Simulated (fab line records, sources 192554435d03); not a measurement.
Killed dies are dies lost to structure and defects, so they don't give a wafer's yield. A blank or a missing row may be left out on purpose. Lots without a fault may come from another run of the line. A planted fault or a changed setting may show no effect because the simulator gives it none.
Split-lot experiment | flow n5_finfet | 7 lots, 39 wafers read, on a route of 1938 steps

THE SPLIT
At N5_DUMMY_GATE_EXPOSE_12 (exposes mask GATE, target cd 25 nm), the setting dose_mj was moved away from the recipe's 34 on 12 of the 39 wafers read, by +3.0% to +6.4%. The other wafers ran this setting at the recipe's value.

FROM THE SPLIT TO THE READING: what the file shows between them, 2 steps
- N5_DUMMY_GATE_PEB_13: peb time 60 s
- N5_DUMMY_GATE_DEVELOP_14: develop time 30 s

THE READING
cd_nm, in nm, at N5_DUMMY_GATE_CD_MEAS_15 (target cd 25.8 nm). Fault-free wafers of this fab line usually give 24.95 nm, standard deviation 0.25 nm.

wafer  | tool, chamber at the split | dose_mj as run | against the recipe | cd_nm, nm | against lot-mates on the recipe
L074.1 | euv_scanner-02, 0          | 34             | recipe             | 25.14     | -
L074.2 | euv_scanner-02, 0          | 34             | recipe             | 25.13     | -
L074.3 | euv_scanner-02, 0          | 34             | recipe             | 25.02     | -
L076.1 | euv_scanner-01, 0          | 34             | recipe             | 24.86     | -
L076.2 | euv_scanner-01, 0          | 35.75          | +5.1%              | 23.69     | -1.22
L076.3 | euv_scanner-01, 0          | 34             | recipe             | 24.85     | -
L076.4 | euv_scanner-01, 0          | 34             | recipe             | 25.03     | -
L076.5 | euv_scanner-01, 0          | 35.75          | +5.1%              | 24.02     | -0.89
L076.6 | euv_scanner-01, 0          | 35.75          | +5.1%              | 24.20     | -0.71
L077.1 | euv_scanner-02, 0          | 35.01          | +3.0%              | 24.35     | -0.68
L077.2 | euv_scanner-02, 0          | 34             | recipe             | 24.98     | -
L077.3 | euv_scanner-02, 0          | 34             | recipe             | 24.85     | -
L077.4 | euv_scanner-02, 0          | 35.01          | +3.0%              | 24.55     | -0.48
L077.5 | euv_scanner-02, 0          | 34             | recipe             | 25.25     | -
L077.6 | euv_scanner-02, 0          | 35.01          | +3.0%              | 24.40     | -0.63
L087.1 | euv_scanner-02, 0          | 34             | recipe             | 25.23     | -
L087.2 | euv_scanner-02, 0          | 34             | recipe             | 25.45     | -
L087.3 | euv_scanner-02, 0          | 34             | recipe             | 25.15     | -
L087.4 | euv_scanner-02, 0          | 34             | recipe             | 25.11     | -
L087.5 | euv_scanner-02, 0          | 34             | recipe             | 25.13     | -
L087.6 | euv_scanner-02, 0          | 34             | recipe             | 25.17     | -
L088.1 | euv_scanner-02, 0          | 34             | recipe             | 25.21     | -
L088.2 | euv_scanner-02, 0          | 34             | recipe             | 25.06     | -
L088.3 | euv_scanner-02, 0          | 34             | recipe             | 25.24     | -
L088.4 | euv_scanner-02, 0          | 34             | recipe             | 24.79     | -
L088.5 | euv_scanner-02, 0          | 34             | recipe             | 25.06     | -
L088.6 | euv_scanner-02, 0          | 34             | recipe             | 25.04     | -
L092.1 | euv_scanner-02, 0          | 34             | recipe             | 24.67     | -
L092.2 | euv_scanner-02, 0          | 36.19          | +6.4%              | 23.74     | -1.04
L092.3 | euv_scanner-02, 0          | 36.19          | +6.4%              | 23.25     | -1.53
L092.4 | euv_scanner-02, 0          | 34             | recipe             | 24.81     | -
L092.5 | euv_scanner-02, 0          | 36.19          | +6.4%              | 23.29     | -1.49
L092.6 | euv_scanner-02, 0          | 34             | recipe             | 24.86     | -
L096.1 | euv_scanner-02, 0          | 36.15          | +6.3%              | 23.64     | -1.39
L096.2 | euv_scanner-02, 0          | 34             | recipe             | 24.80     | -
L096.3 | euv_scanner-02, 0          | 34             | recipe             | 25.32     | -
L096.4 | euv_scanner-02, 0          | 34             | recipe             | 24.98     | -
L096.5 | euv_scanner-02, 0          | 36.15          | +6.3%              | 23.47     | -1.56
L096.6 | euv_scanner-02, 0          | 36.15          | +6.3%              | 23.63     | -1.40

THE FIT
A straight line over all 39 wafers: cd_nm changes by -0.233 nm for each +1% of dose_mj; r = -0.95; the points scatter about the line by 0.19 nm.
The same after taking each lot's own level away (the mean of its wafers on the recipe; 39 wafers): -0.211 nm for each +1%; r = -0.96; scatter 0.16 nm.
On that fit, the largest move of dose_mj shifts the reading by 1.4 nm.
The lots' own levels span 24.780 to 25.207 nm, that is 1.7 times the standard deviation above.
So the lot-to-lot level changes the slope: the two fits differ.
Check: with one of the wafers moved furthest among these (+6.4%) left out of the fit, the line predicts -1.4 nm for it against its lot-mates. It came out at -1.04 nm against them.

THE FILE'S OWN FIT
cd_nm changes by -0.21 nm for each +1% of dose_mj, r = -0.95.
